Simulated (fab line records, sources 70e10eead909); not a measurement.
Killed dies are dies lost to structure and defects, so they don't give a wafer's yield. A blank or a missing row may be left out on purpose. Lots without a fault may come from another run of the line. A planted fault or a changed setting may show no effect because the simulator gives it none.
fab line records | flow nand_harc
record lots=6 wafers=18 last_day=32
route steps=1302 shown THIN_TSV@1282
lots that met no fault: from a run of the same line without faults
start_h: hours from the record's first day to the start of the lot's first wafer shown | wait_h: hours since the lot's step before | " the same as in the row above | L1.1+2: a row that stands for several wafers | - no value, or no start given | * or withheld: withheld | < > ~ a bound
route shown NAME@n: a module of which the file shows steps, and the number in the route of the first | usual: mean/standard deviation of fault-free wafers | same: alike in all rows | chamber/n: place in a boat | sites: the reading at each site | _std_site: their standard deviation | _edge_site: outer sites' mean less inner sites' | radius_mm: how far each site lies from the wafer's centre | mask NAME#n: copy n | behind: the tool/chamber that last shaped the wafer | hold: why the lot was held/for how many hours/how that ended | device: the transistor (n, p or np) that didn't switch | end of line: the same wafers' tests at the end of the route | a step without rows: its recipe alone | killed: dies lost to structure and defects at the first sort, not the wafer's yield | map: a wafer's dies, x killed, . not, _ none there
set.NAME: the setting as run; set.NAME@STEP: as run at that earlier step | model.NAME: the simulator's own value behind a step, which no gauge read
lots at some steps of the route; a table a step, a row a wafer
services: from which hour (start_h, from the record's first day; less than 0 if before it) a tool's chamber was out of use, for how many hours, and why
## steps
# step NHARC_THIN_TSV_PVD_24
# recipe target_thk_a=8000 power_w=withheld chamber_pressure_pa=withheld substrate_temp_c=withheld time_s=withheld gas=Ar material=Al
# step NHARC_THIN_TSV_DEHYDRATE_25
# recipe temp_c=150 time_s=120
# step NHARC_THIN_TSV_HMDS_26
# recipe time_s=30
# step NHARC_THIN_TSV_COAT_27
# recipe spin_rpm=*
# step NHARC_THIN_TSV_SOFTBAKE_28
# recipe temp_c=122 time_s=95
# step NHARC_THIN_TSV_EBR_29
# step NHARC_THIN_TSV_EXPOSE_30
# recipe na=0.55 dose_mj=11.47 mask_id=PAD
# step NHARC_THIN_TSV_PEB_31
# recipe peb_temp_c=118 peb_time_s=85
# step NHARC_THIN_TSV_DEVELOP_32
# recipe time_s=70
# step NHARC_THIN_TSV_CD_MEAS_33
# recipe target_cd_nm=5000 landing_energy_ev=500
# usual cd_nm=5000.0/1.6
# columns lot.wafer tool chamber start_h wait_h cd_nm
L321.2 cd_sem-02 0 595.74 - 4997.5
L321.4 " 0 " " 4999.9
L321.6 " 0 " " 5000.8
L322.2 cd_sem-01 0 620.31 - 4999.6
L322.5 " 0 " " 4998.0
L322.6 " 0 " " 4998.7
L324.2 cd_sem-02 0 635.41 - 5000.6
L324.3 " 0 " " 5002.4
L324.5 " 0 " " 4999.2
L325.1 cd_sem-02 0 655.56 - 4998.1
L325.3 " 0 " " 5000.3
L325.4 " 0 " " 5000.3
L332.1 cd_sem-02 0 730.72 - 5000.2
L332.2 " 0 " " 4997.4
L332.5 " 0 " " 4996.9
L335.1 cd_sem-01 0 753.12 - 4999.6
L335.3 " 0 " " 5000.8
L335.5 " 0 " " 4999.6
# step NHARC_THIN_TSV_HARDBAKE_34
# recipe temp_c=125 time_s=80
# step NHARC_THIN_TSV_DESCUM_35
# recipe time_s=3 o2_flow_sccm=200 ar_flow_sccm=0 bias_power_w=0 chemistry=O2
# usual drypump_motor_current_A=5.9/0.4 oes_product_au=0.999/0.0082 rf_vpp_V=57.6/0.94 showerhead_plenum_p_Torr=1.86/0.079 throttle_valve_pct=11.311/0.009
# columns lot.wafer tool chamber start_h wait_h drypump_motor_current_A oes_product_au rf_hours_counter_h rf_vpp_V showerhead_plenum_p_Torr throttle_valve_pct
L321.2 rie_diel-10 2 595.90 - 5.8 1.000 8 56.6 1.78 11.308
L321.4 " 1 " " 5.2 0.996 9 56.9 1.98 11.315
L321.6 " 3 " " 6.3 0.998 - 55.8 1.78 11.323
L322.2 rie_diel-02 0 620.51 - 6.3 0.992 3 57.6 1.97 11.333
L322.6 " 1 " " 6.0 0.980 - 59.6 2.04 11.312
L322.5 " 2 " " 5.7 1.002 - 56.4 1.88 11.315
L324.2 rie_diel-10 2 635.58 - 5.8 0.988 1 56.9 1.78 11.322
L324.3 " 3 " " 6.3 1.004 1 56.0 1.78 11.313
L324.5 " 2 " " 5.8 0.987 - 56.9 1.78 11.305
L325.4 rie_diel-10 0 655.72 - 6.6 1.011 3 57.0 1.81 11.306
L325.3 " 1 " " 5.2 1.011 3 58.8 1.98 11.303
L325.1 " 2 " " 5.7 0.999 3 56.2 1.78 11.314
L332.2 rie_diel-04 2 730.89 - 6.3 1.004 1 58.8 1.86 11.312
L332.1 " 3 " " 5.8 1.015 1 59.2 1.85 11.321
L332.5 " 1 " " 5.6 1.010 - 57.5 1.77 11.316
L335.1 rie_diel-04 0 753.28 - 5.8 1.000 2 57.6 1.91 11.309
L335.3 " 3 " " 5.7 1.002 2 57.2 1.85 11.318
L335.5 " 0 " " 5.8 0.999 - 57.2 1.91 11.313
# step NHARC_THIN_TSV_ETCH_59
# recipe target_depth_a=8800 icp_w=900 bias_w=100 Cl2_flow_sccm=60 bcl3_flow_sccm=30 time_s=138.1 chemistry=Cl2/BCl3
# usual drypump_motor_current_A=5.2/0.42 oes_product_au=1.001/0.0072 throttle_valve_pct=22.263/0.0091
# columns lot.wafer tool chamber start_h wait_h drypump_motor_current_A oes_product_au rf_hours_counter_h throttle_valve_pct
L321.2 rie_metal-02 0 596.10 0.2 5.5 0.997 - 22.255
L321.4 " 0 " " 5.5 1.002 - 22.262
L321.6 " 0 " " 5.5 1.001 - 22.252
L322.2 rie_metal-03 0 620.63 0.1 4.8 1.015 1.5 22.251
L322.6 " 1 " " 4.9 1.008 - 22.284
L322.5 " 0 " " 4.8 1.007 - 22.264
L324.2 rie_metal-01 0 635.70 0.1 5.1 0.999 0.7 22.267
L324.3 " 0 " " 5.1 1.002 - 22.254
L324.5 " 1 " " 5.8 1.004 - 22.257
L325.1 rie_metal-03 0 655.84 0.1 4.8 0.997 2.2 22.264
L325.3 " 0 " " 4.8 1.001 - 22.272
L325.4 " 1 " " 4.9 0.999 - 22.272
L332.1 rie_metal-03 1 731.01 0.1 4.9 0.998 0.4 22.260
L332.2 " 0 " " 4.8 1.007 0.3 22.278
L332.5 " 1 " " 4.9 1.410 - 22.272
L335.1 rie_metal-03 1 753.47 0.2 4.9 1.003 1.1 22.248
L335.3 " 1 " " 4.9 1.001 - 22.267
L335.5 " 0 " " 4.8 1.410 - 22.260
# step NHARC_THIN_TSV_ETCH_36
# recipe target_depth_a=650 over_etch_frac=0.3 time_s=18.571 ion_energy_ev=150 chemistry=Cl2/BCl3
# usual drypump_motor_current_A=5.2/0.42 oes_product_au=1.004/0.0075
# columns lot.wafer tool chamber start_h wait_h drypump_motor_current_A oes_product_au rf_hours_counter_h
L321.2 rie_metal-02 0 596.52 0.3 5.5 1.003 -
L321.4 " 0 " " 5.5 1.003 -
L321.6 " 0 " " 5.5 1.011 -
L322.2 rie_metal-03 0 620.86 0.2 4.8 1.010 1.6
L322.5 " 0 " " 4.8 1.002 -
L322.6 " 1 " " 4.9 1.004 -
L324.2 rie_metal-01 1 635.95 0.2 5.7 1.008 1.4
L324.3 " 1 " " 5.7 1.018 -
L324.5 " 1 " " 5.7 1.005 -
L325.1 rie_metal-03 0 656.11 0.2 4.8 0.995 2.3
L325.3 " 1 " " 4.8 0.998 -
L325.4 " 0 " " 4.8 0.996 -
L332.1 rie_metal-03 0 731.26 0.2 4.8 1.015 0.4
L332.2 " 1 " " 4.9 1.002 0.6
L332.5 " 1 " " 4.9 0.987 -
L335.1 rie_metal-03 1 753.70 0.2 4.9 1.016 1.2
L335.3 " 1 " " 4.9 1.012 -
L335.5 " 0 " " 4.8 1.007 -
# step NHARC_THIN_TSV_STRIP_56
# recipe power_w=1500 temp_c=250 chemistry=O2
# usual drypump_motor_current_A=5.9/0.57 heater_power_w=344/49 rf_refl_power_W=27/10
# columns lot.wafer tool chamber start_h wait_h drypump_motor_current_A heater_power_w rf_hours_counter_h rf_refl_power_W
L321.2 plasma_asher-02 1 596.84 0.3 5.9 277 34 27
L321.4 " 1 " " 5.9 280 - 28
L321.6 " 0 " " 6.2 413 - 16
L322.2 plasma_asher-01 0 620.96 0.1 4.9 320 19 22
L322.6 " 0 " " 4.9 308 - 21
L322.5 " 1 " " 6.5 355 - 43
L324.2 plasma_asher-01 1 636.10 0.1 6.5 341 23 44
L324.3 " 1 " " 6.5 352 - 44
L324.5 " 1 " " 6.5 344 - 43
L325.1 plasma_asher-02 0 656.25 0.1 6.2 428 11 16
L325.4 " 1 " " 5.9 288 - 27
L325.3 " 0 " " 6.2 421 - 15
L332.1 plasma_asher-01 0 731.36 0.1 5.0 324 6 22
L332.2 " 1 " " 6.5 351 6 44
L332.5 " 0 " " 5.0 324 - 22
L335.1 plasma_asher-02 1 753.84 0.1 5.9 290 32 28
L335.3 " 0 " " 6.2 409 - 16
L335.5 " 1 " " 5.9 291 - 28
# step NHARC_THIN_TSV_STRIP_57
# recipe time_s=1200 temp_c=72.5 chemistry=post_etch_residue_remover
# step NHARC_THIN_TSV_CD_MEAS_37
# usual cd_nm=4999.9/2.3
# columns lot.wafer tool chamber start_h wait_h cd_nm
L321.2 cd_sem-03 - 597.63 - 4994.4
L321.4 " - " " 4999.7
L321.6 " - " " 5000.2
L322.2 cd_sem-03 - 621.76 - 4998.9
L322.5 " - " " 4997.5
L322.6 " - " " 4999.7
L324.2 cd_sem-01 - 636.85 - 4999.3
L324.3 " - " " 5003.6
L324.5 " - " " 4999.2
L325.1 cd_sem-03 - 656.99 - 4998.0
L325.3 " - " " 4998.1
L325.4 " - " " 5000.5
L332.1 cd_sem-03 - 732.15 - 5000.6
L332.2 " - " " 4997.9
L332.5 " - " " 4974.7
L335.1 cd_sem-02 - 754.59 - 5001.5
L335.3 " - " " 5003.1
L335.5 " - " " 4977.0
# step NHARC_THIN_TSV_ANNEAL_58
# recipe temp_c=400 time_s=1800
## services
# columns tool chamber start_h hours kind
rie_metal-01 - 575.00 9.0 pm
plasma_asher-01 - 578.13 0.7 repair
rie_diel-10 0 582.78 3.4 repair
rie_diel-04 3 589.44 3.6 repair
rie_metal-02 1 595.64 1.3 repair
rie_diel-10 - 596.60 9.0 pm
rie_metal-02 1 602.37 1.0 repair
plasma_asher-02 - 603.04 9.0 pm
rie_metal-01 0 605.20 18.7 repair
rie_metal-02 - 631.15 9.0 pm
rie_metal-02 1 647.83 12.6 repair
rie_diel-10 2 673.17 2.6 repair
rie_diel-04 1 673.93 1.4 repair
rie_metal-03 - 674.40 1.2 repair
rie_diel-04 0 677.72 7.2 repair
rie_diel-02 0 692.46 5.0 repair
rie_diel-04 0 693.56 2.1 repair
plasma_asher-01 - 696.00 9.0 pm
rie_metal-03 - 696.00 9.0 pm
rie_diel-04 - 708.90 9.0 pm
rie_metal-03 0 725.02 5.9 repair
rie_diel-04 1 733.80 31.0 repair
rie_metal-01 1 748.43 7.3 repair
rie_metal-01 - 752.00 9.0 pm
## key
first_sign step=NHARC_THIN_TSV_ETCH_59 reading=oes_product_au direction=up sigmas=57 usual=1.001 struck=1.410
effect step=NHARC_THIN_TSV_CD_MEAS_37 reading=cd_nm direction=down sigmas=11 usual=4999.9 struck=4975.8
met_at NHARC_THIN_TSV_ETCH_59
struck_wafers L332.5,L335.5
onset_between 655.84 731.01
fault kind=process_parameter_drift tool=rie_metal-03 chamber=- onset_h=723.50 steps=NHARC_THIN_TSV_ETCH_59 channel=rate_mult offset=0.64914 shape=step end_h=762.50 scope=struck_wafers_only
